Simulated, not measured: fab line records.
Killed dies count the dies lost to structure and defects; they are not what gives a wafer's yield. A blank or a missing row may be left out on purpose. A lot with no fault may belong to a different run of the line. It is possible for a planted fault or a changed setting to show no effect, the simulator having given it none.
A struck lot beside a sound one	flow nand harc	15 out of 1159 route steps
Sound: the wafers L876.1, L876.2, L876.4. Struck: wafer L866.2; the same lot's L866.1 was not struck, so it is left out; see the end for the cause.
At each step with rows: each side's tool, then ch and its chambers, then its first start. Under that, the readings that differ: sound wafers	struck wafers	difference of the means	sigmas: that difference in standard deviations of wafers without a fault.
alike: same words and numbers on both sides, and readings whose means sit less than 2 such deviations apart. not compared: any withheld reading, any reading some wafer has no value for, any bound like >300 that may hide the same value, and any number with overlapping values for which the record gives no deviation.
A row with sigmas, a row that says differs or no value, or rows on one side alone: a step with any of these is where the two part. Non-overlapping numbers with no deviation appear without sigmas and do not part them. Lack of a reading on every wafer of one side parts them only where that side has two or more wafers.

first, 1 step without rows for these wafers: NHARC_A_ONON_D1_DEP_12 (target thk 1000 nm).
NHARC_A_ONON_D1_THK_MEAS_14: measures by ellipsometry.
  sound: film metro-02 at day 12 21:49; struck: film metro-01 at day 11 03:38
reading	sound	struck	difference	sigmas
thk nm (nm)	988 987 987	1016	+29	+3
then, 2 steps without rows for these wafers: NHARC_A_ONON_D1_ANNEAL_15 (time 3600 s); NHARC_A_ONON_D1_DEP_16 (target thk 1000 nm).
NHARC_A_ONON_D1_THK_MEAS_18: measures by ellipsometry.
  sound: film metro-01 at day 13 04:58; struck: film metro-02 at day 11 10:43
  alike: thk nm
following that, 1 step holds no rows for these wafers, namely NHARC_A_ONON_D1_DEP_19 (target thickness 1000 nm).
NHARC_A_ONON_D1_THK_MEAS_21: measures by ellipsometry.
  sound: film metro-02 at day 13 05:32; struck: film metro-01 at day 11 11:17
  alike: thk nm
following that, 1 step holds no rows for these wafers, namely NHARC_A_ONON_D1_DEP_22 (target thickness 1000 nm).
NHARC_A_ONON_D1_THK_MEAS_24: measures by ellipsometry.
  sound: film metro-02 at day 13 06:07; struck: film metro-01 at day 11 11:51
  alike: thk nm
following that, 1 step holds no rows for these wafers, namely NHARC_A_ONON_D1_DEP_25 (target thickness 1000 nm).
NHARC_A_ONON_D1_THK_MEAS_27: measures by ellipsometry.
  sound: film metro-01 at day 13 06:41; struck: film metro-02 at day 11 12:25
  alike: thk nm
NHARC_A_ONON_D1_DEP_28: target thk 1000 nm.
  sound on pecvd onon-03 ch 0, day 13 06:44; struck on pecvd onon-02 ch 0, day 11 12:29
NHARC_A_ONON_D1_THK_MEAS_30: measures by ellipsometry.
  sound: film metro-01 at day 13 07:14; struck: film metro-01 at day 11 13:00
reading	sound	struck	difference	sigmas
thk nm (nm)	986 986 987	1545	+559	+60
NHARC_A_ONON_D1_DEP_33: deposits SiO2, target thk 200 nm.
  sound on pecvd-02 ch 0,2, day 13 07:18; struck on pecvd-02 ch 2, day 11 13:10
  alike: heater power w, throttle valve pct
  not compared: since wet clean h
-- record jumps: 11 days between struck wafers' starts before vs after; left off in module A_ONON_D1, resumes in module END, first step shown is number 1159 of the route --
NHARC_END_SORT_01:
  at this point the record logs the struck wafers (prober-02 ch 0, day 22 14:18) and has no rows for the sound ones

## WHERE THEY PART
First at NHARC_A_ONON_D1_THK_MEAS_14; last, within this record, at NHARC_END_SORT_01.

WHY: whatever the simulator had introduced
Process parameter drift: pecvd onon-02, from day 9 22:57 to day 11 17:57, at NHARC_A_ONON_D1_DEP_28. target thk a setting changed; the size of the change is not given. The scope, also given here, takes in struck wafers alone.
